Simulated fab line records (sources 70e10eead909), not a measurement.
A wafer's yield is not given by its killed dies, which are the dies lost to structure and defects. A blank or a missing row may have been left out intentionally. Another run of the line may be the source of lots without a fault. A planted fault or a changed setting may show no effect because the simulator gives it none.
Which tool was responsible? ; flow nand-harc ; 11 lots, 33 wafers sampled, at 5 steps of a route of 1159

== WHAT EACH GAUGE READ, for each wafer ==
NHARC_END_SORT_01.
lot;measured;on;defect-limited-yield (%)
L192;day 19 21:44;prober-02;95.7 95.4 97.3

== TOOL THAT RAN EACH LOT (tool first, then ch and the chambers of the sampled wafers, then the start) ==
lot;NHARC_A_M0_STRIP_18;NHARC_A_M1_ETCH_28;NHARC_A_M1_PRE_CLEAN_30;NHARC_A_M1_PRE_CLEAN_32
L188;rie-diel-02 ch 1,2,3, day 17 16:53;rie-diel-06 ch 1,2,3, day 17 21:25;pvd-sputter-02, day 17 23:26 or earlier;pecvd-04 ch 0,2, day 17 23:26
L189;rie-diel-04 ch 0,1,3, day 18 04:40;rie-diel-11 ch 0,1, day 18 08:54;pvd-sputter-02, day 18 10:56 or earlier;pecvd-02 ch 0,1, day 18 10:56
L192;rie-diel-04 ch 0,1, day 18 05:03;rie-diel-01 ch 0,3, day 18 09:27;pvd-sputter-03, day 18 11:28 or earlier;pecvd-02 ch 0,1,2, day 18 11:28
L190;rie-diel-02 ch 0,2,3, day 18 09:47;rie-diel-11 ch 0,1, day 18 14:10;pvd-sputter-01, day 18 16:12 or earlier;pecvd-02 ch 0,1, day 18 16:12
L195;rie-diel-04 ch 0,1,3, day 19 13:20;rie-diel-01 ch 0,2, day 19 17:35;pvd-sputter-01, day 19 19:40 or earlier;pecvd-04 ch 1,2, day 19 19:40
L198;rie-diel-04 ch 0,1, day 20 03:11;rie-diel-01 ch 0,1,2, day 20 07:34;pvd-sputter-02, day 20 09:37 or earlier;pecvd-02 ch 0,1,2, day 20 09:37
L196;rie-diel-07 ch 1,3, day 20 03:42;rie-diel-11 ch 1,3, day 20 07:52;pvd-sputter-01, day 20 10:02 or earlier;pecvd-01 ch 0,2, day 20 10:02
L202;rie-diel-07 ch 0,1,2, day 21 13:31;rie-diel-06 ch 2,3, day 21 18:11;pvd-sputter-03, day 21 20:26 or earlier;pecvd-04 ch 0,1, day 21 20:26
L205;rie-diel-02 ch 1,2,3, day 22 10:19;rie-diel-01 ch 0,1,3, day 22 14:51;pvd-sputter-02, day 22 17:19 or earlier;pecvd-01 ch 0,1,2, day 22 17:19
L209;rie-diel-02 ch 1,2,3, day 23 01:41;rie-diel-11 ch 0,2,3, day 23 06:04;pvd-sputter-01, day 23 08:37 or earlier;pecvd-01 ch 0,1,2, day 23 08:37
L211;rie-diel-07 ch 0,2,3, day 23 15:14;rie-diel-06 ch 1,2,3, day 23 19:31;pvd-sputter-03, day 23 21:40 or earlier;pecvd-01 ch 0,1,2, day 23 21:40
- NHARC_A_M0_STRIP_18: strips in N2/H2.
- NHARC_A_M1_ETCH_28: etches the open film in CF4/N2, target depth 30 nm, time 72.99 s.
- NHARC_A_M1_PRE_CLEAN_30: time 30 s.
- NHARC_A_M1_PRE_CLEAN_32: time 12 s.

== THE ANSWER, worked out from the rows above alone ==
Rule: the lots themselves supply what counts as usual. Put in order of their means at a reading, lots are off if they are a third of the lots or fewer, leave a main group of 4 or more, and stand apart from it by a gap of 3 or more times the standard deviation of the main group's means; of several such gaps the widest counts. The tables above print the reading to a certain number of digits; a main group whose means all agree to those digits is not used. Also off: a lot with no number at a reading for which 4 or more lots have one. Any other lot the step has rows for is counted as sound.
Across all readings shown, no lot is off: no conclusion can be drawn from this.

== WHAT THE SIMULATOR HAD PUT IN ==
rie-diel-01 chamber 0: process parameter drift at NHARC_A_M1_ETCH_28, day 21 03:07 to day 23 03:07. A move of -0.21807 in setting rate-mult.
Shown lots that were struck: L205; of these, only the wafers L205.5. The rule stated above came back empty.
